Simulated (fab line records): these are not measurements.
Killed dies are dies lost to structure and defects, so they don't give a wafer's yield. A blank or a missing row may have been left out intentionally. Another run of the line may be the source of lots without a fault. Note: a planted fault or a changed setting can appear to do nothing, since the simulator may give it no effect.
Which of the tools did it? :: flow nand_harc :: 39 wafers from 13 lots sampled at 4 of the route's 1159 steps

WHAT THE GAUGES READ, wafer by wafer
NHARC_P_STI_OVL_MEAS_10.
lot: L443
measured: day 2 07:44
on: overlay-01
overlay_x_nm (nm): 8 8 9
overlay_y_nm (nm): -12 -11 -11

lot: L444
measured: day 2 17:03
on: overlay-02
overlay_x_nm (nm): 5 5 5
overlay_y_nm (nm): 1 1 1

lot: L445
measured: day 3 01:58
on: overlay-02
overlay_x_nm (nm): -7 -7 -8
overlay_y_nm (nm): 1 0 0

lot: L446
measured: day 3 02:00
on: overlay-01
overlay_x_nm (nm): -5 -5 -5
overlay_y_nm (nm): 1 1 2

lot: L448
measured: day 3 17:13
on: overlay-01
overlay_x_nm (nm): -3 -3 -3
overlay_y_nm (nm): 14 15 14

lot: L449
measured: day 3 23:30
on: overlay-02
overlay_x_nm (nm): 0 0 0
overlay_y_nm (nm): -1 -1 -1

lot: L451
measured: day 4 12:51
on: overlay-02
overlay_x_nm (nm): 7 7 7
overlay_y_nm (nm): 4 4 4

lot: L453
measured: day 5 01:29
on: overlay-02
overlay_x_nm (nm): 10 10 11
overlay_y_nm (nm): -2 -3 -3

lot: L458
measured: day 6 08:47
on: overlay-02
overlay_x_nm (nm): 2 2 2
overlay_y_nm (nm): -1 -1 -1

lot: L463
measured: day 7 11:09
on: overlay-02
overlay_x_nm (nm): -3 -3 -2
overlay_y_nm (nm): 5 5 5

lot: L464
measured: day 7 17:16
on: overlay-01
overlay_x_nm (nm): -1 -1 -1
overlay_y_nm (nm): 0 -1 0

lot: L465
measured: day 7 23:46
on: overlay-01
overlay_x_nm (nm): 7 8 8
overlay_y_nm (nm): 9 9 8

lot: L466
measured: day 8 06:35
on: overlay-01
overlay_x_nm (nm): 0 0 0
overlay_y_nm (nm): -5 -6 -6

NHARC_P_GATE_CD_MEAS_26: target cd 120 nm.
lot: L443
measured: day 4 18:11
on: cd_sem-03
cd_nm (nm): 120.6 120.3 120.6

lot: L444
measured: day 5 01:26
on: cd_sem-01
cd_nm (nm): 120.5 120.4 119.8

lot: L445
measured: day 5 07:14
on: cd_sem-01
cd_nm (nm): 120.4 120.5 120.8

lot: L446
measured: day 5 06:41
on: cd_sem-02
cd_nm (nm): 119.2 119.5 119.7

lot: L448
measured: day 6 02:26
on: cd_sem-02
cd_nm (nm): 120.6 121.4 121.8

lot: L449
measured: day 6 03:14
on: cd_sem-03
cd_nm (nm): 119.9 121.4 120.4

lot: L451
measured: day 6 19:47
on: cd_sem-01
cd_nm (nm): 120.1 120.0 119.7

lot: L453
measured: day 7 04:21
on: cd_sem-02
cd_nm (nm): 120.6 121.3 120.3

lot: L458
measured: day 8 12:40
on: cd_sem-02
cd_nm (nm): 119.8 120.4 116.9

lot: L463
measured: day 9 18:31
on: cd_sem-01
cd_nm (nm): 120.6 121.0 120.1

lot: L464
measured: day 9 21:42
on: cd_sem-02
cd_nm (nm): 119.6 118.5 119.7

lot: L465
measured: day 10 04:07
on: cd_sem-02
cd_nm (nm): 119.3 119.8 119.6

lot: L466
measured: day 10 11:21
on: cd_sem-02
cd_nm (nm): 119.3 119.7 119.4

NHARC_P_GATE_CD_MEAS_33.
lot: L443
measured: day 4 19:13
on: cd_sem-01
cd_nm (nm): 124.7 120.4 121.7

lot: L444
measured: day 5 02:46
on: cd_sem-03
cd_nm (nm): 117.8 119.4 119.2

lot: L445
measured: day 5 08:14
on: cd_sem-02
cd_nm (nm): 119.9 120.0 120.6

lot: L446
measured: day 5 07:43
on: cd_sem-03
cd_nm (nm): 119.8 119.6 120.5

lot: L448
measured: day 6 03:29
on: cd_sem-02
cd_nm (nm): 126.6 122.2 124.3

lot: L449
measured: day 6 04:19
on: cd_sem-01
cd_nm (nm): 118.7 119.2 122.9

lot: L451
measured: day 6 21:37
on: cd_sem-03
cd_nm (nm): 121.2 122.7 125.5

lot: L453
measured: day 7 05:24
on: cd_sem-01
cd_nm (nm): 124.9 121.5 122.3

lot: L458
measured: day 8 14:07
on: cd_sem-01
cd_nm (nm): 125.1 123.2 117.0

lot: L463
measured: day 9 19:39
on: cd_sem-03
cd_nm (nm): 118.5 122.5 119.7

lot: L464
measured: day 9 22:48
on: cd_sem-03
cd_nm (nm): 119.5 120.0 118.2

lot: L465
measured: day 10 05:16
on: cd_sem-02
cd_nm (nm): 120.4 119.5 120.7

lot: L466
measured: day 10 12:25
on: cd_sem-03
cd_nm (nm): 117.0 124.5 119.1

WHAT TOOL EACH LOT RAN ON (gives the tool, then ch and the chambers of the sampled wafers, and finally the start)
lot: L443
NHARC_P_GATE_PEB_24: litho_track-01 ch 0, day 4 18:07

lot: L444
NHARC_P_GATE_PEB_24: litho_track-04 ch 0, day 5 01:22

lot: L445
NHARC_P_GATE_PEB_24: litho_track-01 ch 0, day 5 07:10

lot: L446
NHARC_P_GATE_PEB_24: litho_track-01 ch 0, day 5 06:36

lot: L448
NHARC_P_GATE_PEB_24: litho_track-04 ch 0, day 6 02:22

lot: L449
NHARC_P_GATE_PEB_24: litho_track-04 ch 0, day 6 03:10

lot: L451
NHARC_P_GATE_PEB_24: litho_track-01 ch 0, day 6 19:43

lot: L453
NHARC_P_GATE_PEB_24: litho_track-04 ch 0, day 7 04:17

lot: L458
NHARC_P_GATE_PEB_24: litho_track-01 ch 0, day 8 12:35

lot: L463
NHARC_P_GATE_PEB_24: litho_track-04 ch 0, day 9 18:27

lot: L464
NHARC_P_GATE_PEB_24: litho_track-06 ch 0, day 9 21:37

lot: L465
NHARC_P_GATE_PEB_24: litho_track-06 ch 0, day 10 04:02

lot: L466
NHARC_P_GATE_PEB_24: litho_track-06 ch 0, day 10 11:16
- NHARC_P_GATE_PEB_24: peb time 65 s.

AS READ BY THE TOOLS THEMSELVES (means over the sampled wafers that have a number; for cases with no such wafer, the mark the record gives instead)
The record holds no such reading with a usual standard deviation.

THE ANSWER, worked out from the rows above alone
Rule: the lots themselves supply what counts as usual. Put in order of their means at a reading, lots are off if they are a third of the lots or fewer, leave a main group of 4 or more, and stand apart from it by a gap of 3 or more times the standard deviation of the main group's means; of several such gaps the widest counts. If all means in a main group match to the digits the tables above print for the reading, that group is not used. Also off: a lot with no number at a reading for which 4 or more lots have one. All remaining lots with rows at the step are treated as sound. First the gauges in route order, then the tools' own readings, where a lot's mean is used as printed above. The first step at which some lot is off is used, and at that step the reading that is off furthest; a lot without a number counts as furthest.
Across all readings shown, no lot is off: no conclusion can be drawn from this.

WHAT THE SIMULATOR HAD INSERTED
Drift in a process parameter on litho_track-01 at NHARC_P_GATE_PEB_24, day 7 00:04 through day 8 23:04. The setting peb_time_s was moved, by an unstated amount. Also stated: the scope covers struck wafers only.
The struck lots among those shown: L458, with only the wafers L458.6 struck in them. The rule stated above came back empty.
